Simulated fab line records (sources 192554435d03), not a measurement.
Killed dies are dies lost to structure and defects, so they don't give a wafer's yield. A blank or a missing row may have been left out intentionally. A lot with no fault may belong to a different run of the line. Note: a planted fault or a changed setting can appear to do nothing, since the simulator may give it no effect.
fab line records -- flow n5_finfet -- part 1 of 2: steps 1 to 4 of 6
[record] lots = 22, wafers = 66, last_day = 18
route steps=1938 shown FIN_SAQP@120 FIN_CUT@163 STI_FIN_REVEAL@187
lots untouched by any fault: they come from a run of this same line in which no faults occurred
start_h: the number of hours between the record's first day and the start of the first shown wafer of the lot -- wait_h: hours since the lot's step before -- " unchanged from the row above -- L1.1+2: a row that stands for several wafers -- - no value, or no start given -- * or withheld: withheld -- < > ~ a bound
route shown NAME@n: names a module that has steps shown in the file, with the first one's number in the route -- usual: the fault-free wafers' mean and standard deviation -- same: alike in all rows -- chamber/n: place in a boat -- sites: the reading at each site -- _std_site: the values' standard deviation -- _edge_site: mean of outer sites minus mean of inner sites -- radius_mm: how far each site lies from the wafer's centre -- mask NAME#n: copy n -- behind: tool/chamber where the wafer was last shaped -- hold: why the lot went on hold/how many hours it stayed there/how the hold came to an end -- device: which transistor (n, p or np) failed to switch -- end of line: the tests these same wafers got at the end of their route -- step lacking rows: just its recipe -- killed: count of dies lost to structure and defects at first sort (not the wafer's yield) -- map: per-die view of a wafer (x killed, . not killed, _ where there is no die)
set.NAME: the setting the step ran with; set.NAME@STEP: the setting that earlier step ran with -- model.NAME: the simulator's own value behind a step, which no gauge read
a sample of lots followed through the steps of the route, with each step as a table and each wafer as a row
services: the hour from which a tool's chamber was out of use, counted from the record's first day as start_h (under 0 if before that day), plus the number of hours and why
[[steps]]
[step N5_FIN_SAQP_MANDREL_ETCH_22]
[recipe] target_depth_a = 600, chemistry = HBr/Cl2, target = a-Si, stop_on = SiNx, bt_time_s = 10, over_etch_frac = 0.5, time_s = 30, pressure_mtorr = 10, icp_w = 800, bias_w = 75, HBr_flow_sccm = 150, Cl2_flow_sccm = 80, ends = end_point
[usual] bias_w = 75.01/0.22, drypump_motor_current_A = 5.8/0.34, oes_product_au = 0.769/0.0095, throttle_valve_pct = 35.37/0.2
lot.wafer,tool,chamber,start_h,wait_h,bias_w,drypump_motor_current_A,oes_product_au,rf_hours_counter_h,throttle_valve_pct
L074.1,rie_si-01,0,23.76,0.0,75.19,6.3,0.755,1,35.64
L074.4,rie_si-01,3,23.76,0.0,75.17,5.6,0.781,135,35.24
L074.5,rie_si-01,0,23.76,0.0,74.94,6.3,0.778,-,35.66
L076.1,rie_si-01,0,35.20,0.0,75.35,6.3,0.760,2,35.66
L076.2,rie_si-01,3,35.20,0.0,74.85,5.7,0.772,135,35.26
L076.4,rie_si-01,1,35.20,0.0,75.27,5.6,0.770,123,35.62
L077.1,rie_si-01,1,40.54,0.0,74.89,5.6,0.770,123,35.60
L077.2,rie_si-01,3,40.54,0.0,74.92,5.6,0.768,135,35.26
L077.5,rie_si-01,3,40.54,0.0,74.89,5.6,0.775,-,35.23
L078.2,rie_si-01,3,48.17,0.0,75.24,5.6,0.767,135,35.25
L078.4,rie_si-01,2,48.17,0.0,74.91,5.8,0.769,118,35.19
L078.6,rie_si-01,3,48.17,0.0,75.29,5.7,0.776,-,35.25
L079.3,rie_si-01,3,52.52,0.0,75.23,5.6,0.771,135,35.23
L079.4,rie_si-01,0,52.52,0.0,74.85,6.4,0.775,2,35.62
L079.6,rie_si-01,1,52.52,0.0,75.50,5.6,0.780,-,35.60
L080.3,rie_si-01,1,60.10,0.0,74.84,5.6,0.770,124,35.63
L080.5,rie_si-01,2,60.10,0.0,75.09,5.8,0.768,-,35.17
L080.6,rie_si-01,1,60.10,0.0,75.06,5.6,0.774,-,35.61
L081.2,rie_si-01,1,65.80,0.0,74.84,5.6,0.763,124,35.62
L081.3,rie_si-01,0,65.80,0.0,75.34,6.3,0.747,2,35.67
L081.4,rie_si-01,2,65.80,0.0,74.85,5.8,0.755,118,35.19
L082.2,rie_si-01,0,71.62,0.0,74.93,6.3,0.767,2,35.63
L082.4,rie_si-01,2,71.62,0.0,74.80,5.8,0.772,118,35.18
L082.6,rie_si-01,3,71.62,0.0,74.92,5.7,0.779,-,35.23
L083.1,rie_si-01,2,76.41,0.0,74.82,5.8,0.750,118,35.20
L083.2,rie_si-01,0,76.41,0.0,75.12,6.3,0.766,2,35.66
L083.3,rie_si-01,3,76.41,0.0,75.48,5.7,0.763,136,35.26
L084.2,rie_si-01,0,83.39,0.0,74.77,6.3,0.761,2,35.65
L084.4,rie_si-01,1,83.39,0.0,74.96,5.6,0.764,124,35.62
L084.5,rie_si-01,1,83.39,0.0,75.28,5.6,0.770,-,35.61
L085.1,rie_si-01,2,89.54,0.0,74.99,5.8,0.763,118,35.19
L085.3,rie_si-01,0,89.54,0.0,74.69,6.3,0.768,3,35.61
L085.5,rie_si-01,3,89.54,0.0,75.08,5.7,0.784,-,35.22
L086.2,rie_si-01,2,96.54,0.0,75.02,5.8,0.759,119,35.19
L086.3,rie_si-01,0,96.54,0.0,74.92,6.3,0.778,3,35.62
L086.6,rie_si-01,3,96.54,0.0,74.85,5.6,0.788,-,35.18
L087.1,rie_si-06,2,100.68,0.0,75.35,5.8,0.784,76,35.49
L087.3,rie_si-06,3,100.68,0.0,74.86,5.3,0.762,145,35.21
L087.6,rie_si-06,0,100.68,0.0,75.05,5.2,0.774,-,35.10
L088.1,rie_si-01,3,106.82,0.0,74.66,5.6,0.772,136,35.23
L088.4,rie_si-01,0,106.82,0.0,74.92,6.3,0.775,3,35.60
L088.6,rie_si-01,0,106.82,0.0,74.84,6.3,0.778,-,35.60
L089.1,rie_si-05,0,112.95,0.0,75.21,6.0,0.769,43,35.41
L089.5,rie_si-05,1,112.95,0.0,75.03,6.8,0.783,-,35.05
L089.6,rie_si-05,2,112.95,0.0,75.17,6.1,0.783,-,35.37
L090.1,rie_si-01,3,118.32,0.0,75.43,5.7,0.778,136,35.22
L090.3,rie_si-01,2,118.32,0.0,75.26,5.8,0.752,119,35.22
L090.4,rie_si-01,1,118.32,0.0,74.85,5.6,0.779,125,35.61
L091.2,rie_si-06,3,124.10,0.0,75.03,5.2,0.754,145,35.20
L091.5,rie_si-06,0,124.10,0.0,75.06,5.2,0.781,-,35.12
L091.6,rie_si-06,1,124.10,0.0,75.36,5.6,0.773,-,35.19
L092.1,rie_si-06,1,131.06,0.0,75.04,5.6,0.753,24,35.26
L092.2,rie_si-06,3,131.06,0.0,74.97,5.3,0.759,145,35.21
L092.4,rie_si-06,2,131.06,0.0,75.23,5.8,0.763,77,35.54
L093.1,rie_si-06,0,137.67,0.0,74.96,5.2,0.776,6,35.12
L093.3,rie_si-06,2,137.67,0.0,74.95,5.8,0.788,77,35.49
L093.4,rie_si-06,1,137.67,0.0,74.89,5.6,0.781,25,35.20
L094.1,rie_si-01,1,142.33,0.0,74.72,5.6,0.760,125,35.64
L094.5,rie_si-01,1,142.33,0.0,74.68,5.6,0.777,-,35.61
L094.6,rie_si-01,0,142.33,0.0,74.89,6.3,0.772,-,35.63
L095.3,rie_si-06,2,148.12,0.0,75.13,5.8,0.775,77,35.50
L095.4,rie_si-06,1,148.12,0.0,74.48,5.6,0.780,25,35.21
L095.6,rie_si-06,3,148.12,0.0,74.54,5.3,0.761,-,35.20
L097.1,rie_si-01,3,161.83,0.0,74.67,5.7,0.764,137,35.25
L097.3,rie_si-01,2,161.83,0.0,74.87,5.8,0.768,120,35.19
L097.5,rie_si-01,1,161.83,0.0,75.17,5.6,0.770,-,35.58
[step N5_FIN_SAQP_STRIP_55]
[recipe] chemistry = N2/H2, power_w = 500, temp_c = 40, pressure_mtorr = 50, rf_frequency_hz = 6e+07, overash_fraction = 0.3, bias_power_w = 28, h2_frac = 0.5, n2_flow_sccm = 300, h2_flow_sccm = 300
[usual] drypump_motor_current_A = 5.6/0.42, oes_product_au = 0.80/0.099, power_w = 500.1/1.5, rf_vpp_V = 121.8/1.4, showerhead_plenum_p_Torr = 3.36/0.11, throttle_valve_pct = 18.94/0.25
lot.wafer,tool,chamber,start_h,wait_h,drypump_motor_current_A,oes_product_au,power_w,rf_hours_counter_h,rf_vpp_V,showerhead_plenum_p_Torr,throttle_valve_pct
L074.1,rie_diel-01,2,23.86,0.1,5.3,0.83,495.5,66,123.3,3.27,19.13
L074.4,rie_diel-01,3,23.86,0.1,5.3,0.87,501.5,45,123.8,3.28,18.79
L074.5,rie_diel-01,2,23.86,0.1,5.3,0.83,497.1,-,122.2,3.27,19.11
L076.1,rie_diel-01,0,35.30,0.1,6.2,0.73,502.4,177,121.6,3.36,19.24
L076.2,rie_diel-01,3,35.30,0.1,5.4,0.85,499.9,47,121.3,3.28,18.79
L076.4,rie_diel-01,3,35.30,0.1,5.4,0.86,499.8,-,119.6,3.28,18.80
L077.1,rie_diel-01,3,40.74,0.2,5.4,0.85,499.3,49,122.3,3.28,18.80
L077.2,rie_diel-01,1,40.74,0.2,5.7,0.74,501.4,179,122.0,3.33,18.98
L077.5,rie_diel-01,0,40.74,0.2,6.2,0.73,501.5,-,121.8,3.36,19.26
L078.2,rie_diel-06,3,48.33,0.1,5.6,0.71,498.9,193,122.7,3.47,19.07
L078.4,rie_diel-06,2,48.33,0.1,5.8,0.73,498.8,-,119.8,3.35,18.92
L078.6,rie_diel-06,0,48.33,0.1,4.8,0.92,502.2,-,120.5,3.56,18.60
L079.3,rie_diel-05,2,52.62,0.1,5.7,0.95,502.2,15,123.5,3.29,18.97
L079.4,rie_diel-05,0,52.62,0.1,5.5,0.68,501.1,250,120.0,3.30,18.97
L079.6,rie_diel-05,2,52.62,0.1,5.7,0.96,499.5,-,121.8,3.29,19.01
L080.3,rie_diel-01,0,60.20,0.1,6.2,0.72,498.5,185,119.7,3.35,19.25
L080.5,rie_diel-01,1,60.20,0.1,5.7,0.73,500.5,-,121.9,3.33,18.99
L080.6,rie_diel-01,0,60.20,0.1,6.2,0.72,500.2,-,122.3,3.35,19.26
L081.2,rie_diel-01,3,66.06,0.2,5.4,0.86,500.6,59,120.3,3.27,18.82
L081.3,rie_diel-01,1,66.06,0.2,5.7,0.72,498.4,185,122.0,3.33,19.01
L081.4,rie_diel-01,0,66.06,0.2,6.2,0.72,501.0,187,121.7,3.35,19.25
L082.2,rie_diel-05,1,71.72,0.1,6.1,0.68,498.9,241,119.5,3.44,19.14
L082.4,rie_diel-05,2,71.72,0.1,5.7,0.95,499.8,-,121.6,3.28,18.98
L082.6,rie_diel-05,1,71.72,0.1,6.1,0.68,503.0,-,122.4,3.44,19.15
L083.1,rie_diel-05,0,76.51,0.1,5.5,0.96,497.5,1,120.7,3.30,18.58
L083.2,rie_diel-05,2,76.51,0.1,5.7,0.92,500.3,26,123.0,3.28,19.00
L083.3,rie_diel-05,1,76.51,0.1,6.1,0.68,501.4,244,123.2,3.43,19.15
L084.2,rie_diel-01,1,83.49,0.1,5.7,0.71,500.3,191,121.8,3.33,19.00
L084.4,rie_diel-01,2,83.49,0.1,5.3,0.81,498.9,82,122.4,3.26,19.16
L084.5,rie_diel-01,1,83.49,0.1,5.7,0.71,499.9,-,120.5,3.33,19.04
L085.1,rie_diel-05,0,89.64,0.1,5.6,0.94,499.2,7,118.6,3.29,18.56
L085.3,rie_diel-05,2,89.64,0.1,5.7,0.92,498.9,32,121.2,3.28,19.05
L085.5,rie_diel-05,1,89.64,0.1,6.2,0.67,497.0,-,122.0,3.43,19.15
L086.2,rie_diel-01,3,96.64,0.1,5.4,0.83,499.2,70,120.4,3.27,18.82
L086.3,rie_diel-01,1,96.64,0.1,5.7,0.71,502.2,196,120.1,3.33,19.01
L086.6,rie_diel-01,0,96.64,0.1,6.2,0.70,501.3,-,121.0,3.35,19.28
L087.1,rie_diel-05,2,100.78,0.1,5.7,0.91,499.4,37,120.7,3.28,19.02
L087.3,rie_diel-05,1,100.78,0.1,6.1,0.67,500.6,255,120.8,3.43,19.16
L087.6,rie_diel-05,1,100.78,0.1,6.2,0.66,499.5,-,122.0,3.43,19.15
L088.1,rie_diel-06,1,106.92,0.1,6.3,0.91,500.8,18,120.5,3.58,19.15
L088.4,rie_diel-06,3,106.92,0.1,5.7,0.69,499.2,213,123.5,3.46,19.11
L088.6,rie_diel-06,2,106.92,0.1,5.8,0.72,497.8,-,122.0,3.34,18.94
L089.1,rie_diel-05,0,113.05,0.1,5.5,0.91,498.6,18,122.5,3.29,18.61
L089.5,rie_diel-05,0,113.05,0.1,5.5,0.91,500.8,-,120.6,3.29,18.60
L089.6,rie_diel-05,2,113.05,0.1,5.7,0.90,499.8,-,121.3,3.28,19.04
L090.1,rie_diel-05,0,118.42,0.1,5.5,0.90,500.8,20,120.9,3.29,18.63
L090.3,rie_diel-05,2,118.42,0.1,5.7,0.91,499.7,45,121.8,3.27,19.02
L090.4,rie_diel-05,0,118.42,0.1,5.5,0.91,501.0,-,123.3,3.29,18.60
L091.2,rie_diel-06,0,124.21,0.1,4.8,0.88,498.1,47,121.4,3.54,18.66
L091.5,rie_diel-06,1,124.21,0.1,6.2,0.91,499.1,-,122.3,3.57,19.15
L091.6,rie_diel-06,2,124.21,0.1,5.8,0.72,499.1,-,123.1,3.34,18.96
L092.1,rie_diel-05,0,131.26,0.2,5.5,0.89,499.6,22,119.5,3.29,18.61
L092.2,rie_diel-05,2,131.26,0.2,5.7,0.89,500.9,51,119.9,3.27,19.07
L092.4,rie_diel-05,1,131.26,0.2,6.1,0.98,503.3,1,122.1,3.43,18.71
L093.1,rie_diel-06,0,137.77,0.1,4.8,0.85,499.9,51,122.2,3.54,18.68
L093.3,rie_diel-06,1,137.77,0.1,6.2,0.89,499.4,28,124.9,3.57,19.16
L093.4,rie_diel-06,2,137.77,0.1,5.8,0.72,501.3,199,121.3,3.33,18.95
L094.1,rie_diel-06,3,142.43,0.1,5.7,0.68,499.3,223,123.1,3.45,19.13
L094.5,rie_diel-06,0,142.43,0.1,4.8,0.86,498.5,-,121.6,3.54,18.67
L094.6,rie_diel-06,3,142.43,0.1,5.7,0.69,501.4,-,122.1,3.45,19.11
L095.3,rie_diel-05,0,148.26,0.1,5.5,0.89,501.9,28,121.4,3.28,18.65
L095.4,rie_diel-05,2,148.26,0.1,5.7,0.88,497.9,57,121.0,3.27,19.07
L095.6,rie_diel-05,1,148.26,0.1,6.1,0.94,501.2,-,122.7,3.42,18.73
L097.1,rie_diel-01,0,161.93,0.1,6.2,0.70,503.0,220,121.0,3.33,19.30
L097.3,rie_diel-01,3,161.93,0.1,5.4,0.79,497.8,91,121.0,3.26,18.85
L097.5,rie_diel-01,0,161.93,0.1,6.2,0.70,500.3,-,121.4,3.33,19.33
[step N5_FIN_SAQP_ETCH_64]
[recipe] chemistry = CF4, target = SiO2, target_depth_a = 15, ion_energy_ev = 350, pressure_mtorr = 10, icp_w = 800, bias_w = 400, cf4_flow_sccm = 80
[usual] bias_w = 399.9/1.3, drypump_motor_current_A = 6.0/0.47, oes_product_au = 1.010/0.019, throttle_valve_pct = 21.73/0.16
lot.wafer,tool,chamber,start_h,wait_h,bias_w,drypump_motor_current_A,oes_product_au,rf_hours_counter_h,throttle_valve_pct
L074.1,rie_si-05,0,27.86,0.0,399.1,6.0,0.993,42,21.71
L074.4,rie_si-05,2,27.86,0.0,399.2,6.1,1.032,-,21.89
L074.5,rie_si-05,1,27.86,0.0,399.1,6.9,1.031,-,21.63
L076.1,rie_si-06,2,38.79,0.0,399.0,5.8,1.024,75,21.91
L076.2,rie_si-06,3,38.79,0.0,397.2,5.3,0.985,144,21.57
L076.4,rie_si-06,1,38.79,0.0,399.1,5.6,0.990,23,21.73
L077.1,rie_si-05,0,44.83,0.0,399.7,6.0,1.003,42,21.71
L077.2,rie_si-05,2,44.83,0.0,401.8,6.1,1.037,48,21.91
L077.5,rie_si-05,0,44.83,0.0,401.1,6.0,0.995,-,21.71
L078.2,rie_si-05,3,52.05,0.0,399.0,6.1,1.002,0,21.54
L078.4,rie_si-05,0,52.05,0.0,400.1,6.0,0.987,42,21.71
L078.6,rie_si-05,1,52.05,0.0,402.2,6.8,1.031,-,21.63
L079.3,rie_si-06,2,56.10,0.0,401.9,5.8,1.017,76,21.91
L079.4,rie_si-06,0,56.10,0.0,399.8,5.2,0.999,4,21.62
L079.6,rie_si-06,2,56.10,0.0,399.4,5.8,1.006,-,21.92
L080.3,rie_si-05,3,64.31,0.0,398.5,6.1,1.013,1,21.51
L080.5,rie_si-05,3,64.31,0.0,397.6,6.1,1.014,-,21.53
L080.6,rie_si-05,0,64.31,0.0,400.1,6.0,1.003,-,21.73
L081.2,rie_si-05,0,69.94,0.0,400.4,6.0,1.008,42,21.71
L081.3,rie_si-05,2,69.94,0.0,399.0,6.1,1.040,48,21.92
L081.4,rie_si-05,1,69.94,0.0,399.8,6.9,1.030,78,21.63
L082.2,rie_si-06,2,75.20,0.0,401.1,5.7,1.013,76,21.91
L082.4,rie_si-06,3,75.20,0.0,398.7,5.3,0.971,144,21.59
L082.6,rie_si-06,2,75.20,0.0,400.5,5.8,1.011,-,21.91
L083.1,rie_si-05,2,80.80,0.0,399.2,6.1,1.050,49,21.91
L083.2,rie_si-05,3,80.80,0.0,399.4,6.1,1.008,1,21.53
L083.3,rie_si-05,1,80.80,0.0,397.4,6.8,1.037,79,21.63
L084.2,rie_si-06,0,88.54,0.0,397.9,5.2,0.994,5,21.62
L084.4,rie_si-06,2,88.54,0.0,400.4,5.8,1.016,76,21.91
L084.5,rie_si-06,0,88.54,0.0,398.5,5.2,1.001,-,21.61
L085.1,rie_si-06,2,93.77,0.0,399.1,5.8,1.010,76,21.89
L085.3,rie_si-06,0,93.77,0.0,399.7,5.2,0.999,5,21.63
L085.5,rie_si-06,0,93.77,0.0,398.1,5.2,1.001,-,21.61
L086.2,rie_si-01,3,101.11,0.0,400.7,5.6,0.994,136,21.74
L086.3,rie_si-01,1,101.11,0.0,399.3,5.6,1.024,124,22.19
L086.6,rie_si-01,3,101.11,0.0,400.0,5.6,1.001,-,21.74
L087.1,rie_si-01,3,104.26,0.0,398.5,5.6,0.997,136,21.74
L087.3,rie_si-01,0,104.26,0.0,399.0,6.3,1.014,3,21.85
L087.6,rie_si-01,1,104.26,0.0,399.0,5.6,1.019,-,22.20
L088.1,rie_si-05,2,110.53,0.0,398.5,6.1,1.036,49,21.91
L088.4,rie_si-05,0,110.53,0.0,398.8,6.0,0.992,43,21.72
L088.6,rie_si-05,3,110.53,0.0,401.3,6.1,1.010,-,21.53
L089.1,rie_si-06,3,116.77,0.0,399.6,5.3,0.974,145,21.58
L089.5,rie_si-06,0,116.77,0.0,400.2,5.2,1.001,-,21.63
L089.6,rie_si-06,3,116.77,0.0,399.5,5.3,0.976,-,21.59
L090.1,rie_si-05,2,122.21,0.0,401.1,6.1,1.039,49,21.91
L090.3,rie_si-05,3,122.21,0.0,399.5,6.1,1.027,2,21.51
L090.4,rie_si-05,1,122.21,0.0,401.2,6.8,1.031,79,21.65
L091.2,rie_si-05,1,127.97,0.0,400.1,6.8,1.031,79,21.63
L091.5,rie_si-05,2,127.97,0.0,400.8,6.1,1.048,-,21.90
L091.6,rie_si-05,1,127.97,0.0,399.0,6.8,1.030,-,21.63
L092.1,rie_si-05,0,135.07,0.0,400.2,6.1,0.991,44,21.72
L092.2,rie_si-05,2,135.07,0.0,400.8,6.1,1.042,50,21.91
L092.4,rie_si-05,0,135.07,0.0,400.1,6.0,1.004,-,21.73
L093.1,rie_si-05,0,141.63,0.0,397.2,6.0,0.992,44,21.71
L093.3,rie_si-05,2,141.63,0.0,400.9,6.1,1.040,50,21.89
L093.4,rie_si-05,1,141.63,0.0,400.5,6.9,1.024,-,21.63
L094.1,rie_si-01,2,146.64,0.0,399.9,5.8,0.990,120,21.58
L094.5,rie_si-01,3,146.64,0.0,402.6,5.6,1.006,-,21.74
L094.6,rie_si-01,2,146.64,0.0,400.6,5.8,0.993,-,21.59
L095.3,rie_si-05,0,153.06,0.0,398.9,6.0,1.007,44,21.72
L095.4,rie_si-05,2,153.06,0.0,398.3,6.1,1.042,50,21.92
L095.6,rie_si-05,3,153.06,0.0,398.9,6.1,1.003,-,21.53
L097.1,rie_si-01,3,167.56,0.0,400.4,5.6,1.001,137,21.74
L097.3,rie_si-01,1,167.56,0.0,402.1,5.6,1.006,125,22.19
L097.5,rie_si-01,1,167.56,0.0,403.1,5.6,1.006,-,22.20
[step N5_FIN_CUT_CD_MEAS_08]
[recipe] target_cd_nm = 29.1, landing_energy_ev = 500, detector = se_inlens, polarity = opening
[usual] cd_nm = 29.16/0.23
lot.wafer,tool,chamber,start_h,wait_h,cd_nm
L074.1,cd_sem-01,0,28.43,-,29.45
L074.4,cd_sem-01,0,28.43,-,29.34
L074.5,cd_sem-01,0,28.43,-,29.31
L076.1,cd_sem-03,0,39.36,-,29.27
L076.2,cd_sem-03,0,39.36,-,29.05
L076.4,cd_sem-03,0,39.36,-,28.67
L077.1,cd_sem-02,0,45.41,-,28.65
L077.2,cd_sem-02,0,45.41,-,29.32
L077.5,cd_sem-02,0,45.41,-,29.02
L078.2,cd_sem-03,0,52.62,-,29.01
L078.4,cd_sem-03,0,52.62,-,28.63
L078.6,cd_sem-03,0,52.62,-,29.31
L079.3,cd_sem-02,0,56.80,-,29.44
L079.4,cd_sem-02,0,56.80,-,29.02
L079.6,cd_sem-02,0,56.80,-,28.96
L080.3,cd_sem-01,0,64.89,-,28.96
L080.5,cd_sem-01,0,64.89,-,29.81
L080.6,cd_sem-01,0,64.89,-,28.86
L081.2,cd_sem-01,0,70.51,-,29.18
L081.3,cd_sem-01,0,70.51,-,29.11
L081.4,cd_sem-01,0,70.51,-,29.21
L082.2,cd_sem-01,0,75.82,-,29.16
L082.4,cd_sem-01,0,75.82,-,29.24
L082.6,cd_sem-01,0,75.82,-,29.87
L083.1,cd_sem-03,0,81.38,-,29.55
L083.2,cd_sem-03,0,81.38,-,29.13
L083.3,cd_sem-03,0,81.38,-,29.01
L084.2,cd_sem-02,0,89.11,-,29.21
L084.4,cd_sem-02,0,89.11,-,28.86
L084.5,cd_sem-02,0,89.11,-,28.74
L085.1,cd_sem-01,0,94.35,-,29.37
L085.3,cd_sem-01,0,94.35,-,28.99
L085.5,cd_sem-01,0,94.35,-,29.70
L086.2,cd_sem-02,0,101.70,-,29.01
L086.3,cd_sem-02,0,101.70,-,29.09
L086.6,cd_sem-02,0,101.70,-,29.11
L087.1,cd_sem-03,0,104.84,-,29.28
L087.3,cd_sem-03,0,104.84,-,29.01
L087.6,cd_sem-03,0,104.84,-,29.10
L088.1,cd_sem-01,0,111.10,-,29.64
L088.4,cd_sem-01,0,111.10,-,29.06
L088.6,cd_sem-01,0,111.10,-,29.38
L089.1,cd_sem-01,0,117.37,-,29.26
L089.5,cd_sem-01,0,117.37,-,29.48
L089.6,cd_sem-01,0,117.37,-,28.97
L090.1,cd_sem-01,0,122.94,-,29.31
L090.3,cd_sem-01,0,122.94,-,29.51
L090.4,cd_sem-01,0,122.94,-,29.41
L091.2,cd_sem-02,0,128.61,-,29.30
L091.5,cd_sem-02,0,128.61,-,29.21
L091.6,cd_sem-02,0,128.61,-,29.40
L092.1,cd_sem-02,0,135.64,-,29.00
L092.2,cd_sem-02,0,135.64,-,29.26
L092.4,cd_sem-02,0,135.64,-,29.20
L093.1,cd_sem-03,0,142.33,-,29.24
L093.3,cd_sem-03,0,142.33,-,29.45
L093.4,cd_sem-03,0,142.33,-,28.99
L094.1,cd_sem-03,0,147.34,-,29.18
L094.5,cd_sem-03,0,147.34,-,28.98
L094.6,cd_sem-03,0,147.34,-,29.15
L095.3,cd_sem-01,0,153.64,-,29.04
L095.4,cd_sem-01,0,153.64,-,29.05
L095.6,cd_sem-01,0,153.64,-,29.04
L097.1,cd_sem-02,0,168.14,-,28.97
L097.3,cd_sem-02,0,168.14,-,29.22
L097.5,cd_sem-02,0,168.14,-,29.18
